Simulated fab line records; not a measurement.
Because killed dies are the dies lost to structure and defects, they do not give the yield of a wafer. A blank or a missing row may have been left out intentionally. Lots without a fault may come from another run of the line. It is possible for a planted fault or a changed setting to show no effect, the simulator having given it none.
What tool caused it? || flow n5Finfet || 11 lots with 32 wafers sampled at 5 steps, on a route of 1938 steps

## WHAT THE GAUGES SHOWED, per wafer
N5_BEOL_M7_THK_MEAS_01.
{"lot": "L825", "measured": "day 8 18:11", "on": "filmMetro-02", "M7_ILD_THK (nm)": "156.5 155.2 156.2"}
{"lot": "L826", "measured": "day 8 19:35", "on": "filmMetro-01", "M7_ILD_THK (nm)": "155.7 158.2 155.5"}
{"lot": "L827", "measured": "day 9 16:30", "on": "filmMetro-02", "M7_ILD_THK (nm)": "153.7 158.9 156.2"}
{"lot": "L829", "measured": "day 9 18:02", "on": "filmMetro-01", "M7_ILD_THK (nm)": "152.4 155.5 154.0"}
{"lot": "L830", "measured": "day 10 11:52", "on": "filmMetro-01", "M7_ILD_THK (nm)": "154.2 154.5"}
{"lot": "L832", "measured": "day 10 13:59", "on": "filmMetro-02", "M7_ILD_THK (nm)": "155.9 154.8 156.7"}
{"lot": "L833", "measured": "day 10 20:14", "on": "filmMetro-02", "M7_ILD_THK (nm)": "153.5 153.1 156.8"}
{"lot": "L834", "measured": "day 11 13:02", "on": "filmMetro-02", "M7_ILD_THK (nm)": "157.0 157.2 156.0"}
{"lot": "L836", "measured": "day 11 23:40", "on": "filmMetro-02", "M7_ILD_THK (nm)": "152.8 159.8 156.6"}
{"lot": "L842", "measured": "day 13 06:22", "on": "filmMetro-01", "M7_ILD_THK (nm)": "153.5 154.4 121.7"}
{"lot": "L847", "measured": "day 14 09:57", "on": "filmMetro-01", "M7_ILD_THK (nm)": "153.1 156.6 154.0"}

## WHAT TOOL EACH LOT RAN ON (gives the tool, then ch and the chambers of the sampled wafers, and finally the start)
{"lot": "L825", "N5_BEOL_M6_CURE_75": "uvCure-02 ch 1, day 8 14:57", "N5_BEOL_M6_SURFACE_TREAT_79": "pvdSputter-02, day 8 16:24", "N5_BEOL_M7_ILD_DEP_00": "pecvd-04 ch 0,1,2, day 8 17:35", "N5_BEOL_M7_CURE_74": "uvCure-01 ch 2, day 8 17:45"}
{"lot": "L826", "N5_BEOL_M6_CURE_75": "uvCure-02 ch 2, day 8 16:50", "N5_BEOL_M6_SURFACE_TREAT_79": "pvdSputter-03, day 8 17:27", "N5_BEOL_M7_ILD_DEP_00": "pecvd-02 ch 0,2, day 8 19:00", "N5_BEOL_M7_CURE_74": "uvCure-03 ch 1, day 8 19:13"}
{"lot": "L827", "N5_BEOL_M6_CURE_75": "uvCure-01 ch 1, day 9 13:23", "N5_BEOL_M6_SURFACE_TREAT_79": "pvdSputter-01, day 9 14:14", "N5_BEOL_M7_ILD_DEP_00": "pecvd-01 ch 0,1,2, day 9 15:56", "N5_BEOL_M7_CURE_74": "uvCure-03 ch 2, day 9 16:09"}
{"lot": "L829", "N5_BEOL_M6_CURE_75": "uvCure-01 ch 0, day 9 14:29", "N5_BEOL_M6_SURFACE_TREAT_79": "pvdSputter-03, day 9 15:56", "N5_BEOL_M7_ILD_DEP_00": "pecvd-02 ch 2, day 9 17:26", "N5_BEOL_M7_CURE_74": "uvCure-02 ch 2, day 9 17:31"}
{"lot": "L830", "N5_BEOL_M6_CURE_75": "uvCure-03 ch 1, day 10 07:35", "N5_BEOL_M6_SURFACE_TREAT_79": "pvdSputter-01, day 10 08:55", "N5_BEOL_M7_ILD_DEP_00": "pecvd-01 ch 1,2, day 10 11:17", "N5_BEOL_M7_CURE_74": "uvCure-03 ch 1, day 10 11:21"}
{"lot": "L832", "N5_BEOL_M6_CURE_75": "uvCure-02 ch 1, day 10 10:33", "N5_BEOL_M6_SURFACE_TREAT_79": "pvdSputter-02, day 10 11:42", "N5_BEOL_M7_ILD_DEP_00": "pecvd-02 ch 1,2, day 10 13:23", "N5_BEOL_M7_CURE_74": "uvCure-01 ch 0, day 10 13:29"}
{"lot": "L833", "N5_BEOL_M6_CURE_75": "uvCure-02 ch 0, day 10 16:43", "N5_BEOL_M6_SURFACE_TREAT_79": "pvdSputter-02, day 10 18:29", "N5_BEOL_M7_ILD_DEP_00": "pecvd-04 ch 0,1,2, day 10 19:40", "N5_BEOL_M7_CURE_74": "uvCure-03 ch 2, day 10 19:49"}
{"lot": "L834", "N5_BEOL_M6_CURE_75": "uvCure-03 ch 1, day 11 10:14", "N5_BEOL_M6_SURFACE_TREAT_79": "pvdSputter-02, day 11 11:00", "N5_BEOL_M7_ILD_DEP_00": "pecvd-02 ch 1,2, day 11 12:27", "N5_BEOL_M7_CURE_74": "uvCure-01 ch 2, day 11 12:40"}
{"lot": "L836", "N5_BEOL_M6_CURE_75": "uvCure-01 ch 2, day 11 18:49", "N5_BEOL_M6_SURFACE_TREAT_79": "pvdSputter-01, day 11 21:31", "N5_BEOL_M7_ILD_DEP_00": "pecvd-04 ch 0,1,2, day 11 23:06", "N5_BEOL_M7_CURE_74": "uvCure-03 ch 1, day 11 23:19"}
{"lot": "L842", "N5_BEOL_M6_CURE_75": "uvCure-03 ch 0, day 13 02:42", "N5_BEOL_M6_SURFACE_TREAT_79": "pvdSputter-02, day 13 03:40", "N5_BEOL_M7_ILD_DEP_00": "pecvd-04 ch 0,1,2, day 13 05:47", "N5_BEOL_M7_CURE_74": "uvCure-03 ch 2, day 13 05:51"}
{"lot": "L847", "N5_BEOL_M6_CURE_75": "uvCure-01 ch 0, day 14 06:18", "N5_BEOL_M6_SURFACE_TREAT_79": "pvdSputter-03, day 14 07:09", "N5_BEOL_M7_ILD_DEP_00": "pecvd-02 ch 1,2, day 14 09:23", "N5_BEOL_M7_CURE_74": "uvCure-03 ch 0, day 14 09:31"}
- N5_BEOL_M6_CURE_75: cures SiCOH lowk, time 120 s.
- N5_BEOL_M6_SURFACE_TREAT_79
- N5_BEOL_M7_ILD_DEP_00: deposits SiCOH lowk from DEMS/porogen, target thk 179.75 nm, time 33.4 s.
- N5_BEOL_M7_CURE_74: cures SiCOH lowk, time 240 s.

## THE ANSWER, worked out from the rows above alone
Rule: the lots themselves supply what counts as usual. The widest of any qualifying gaps counts: lots, ordered by their means at a reading, are off when they make up no more than a third of the lots, leave a main group of 4 or more, and stand apart from it by 3 or more times the standard deviation of that group's means. The tables above print the reading to a certain number of digits; a main group whose means all agree to those digits is not used. Also off: a lot with no number at a reading for which 4 or more lots have one. Any other lot the step has rows for is counted as sound.
Off: L842, at N5_BEOL_M7_THK_MEAS_01 (M7_ILD_THK). Mean 155.5 nm and standard deviation 0.99 in the main group.
A tool fits if, at a process step before that reading, it ran every lot that is off, and no sound lot after the first of them. The gauges at N5_BEOL_M7_THK_MEAS_01 are tried like those tools. Can't be told from this: 3 tools fit, uvCure-03 at N5_BEOL_M6_CURE_75, pvdSputter-02 at N5_BEOL_M6_SURFACE_TREAT_79, pecvd-04 at N5_BEOL_M7_ILD_DEP_00.

## WHAT THE SIMULATOR HAD INSERTED
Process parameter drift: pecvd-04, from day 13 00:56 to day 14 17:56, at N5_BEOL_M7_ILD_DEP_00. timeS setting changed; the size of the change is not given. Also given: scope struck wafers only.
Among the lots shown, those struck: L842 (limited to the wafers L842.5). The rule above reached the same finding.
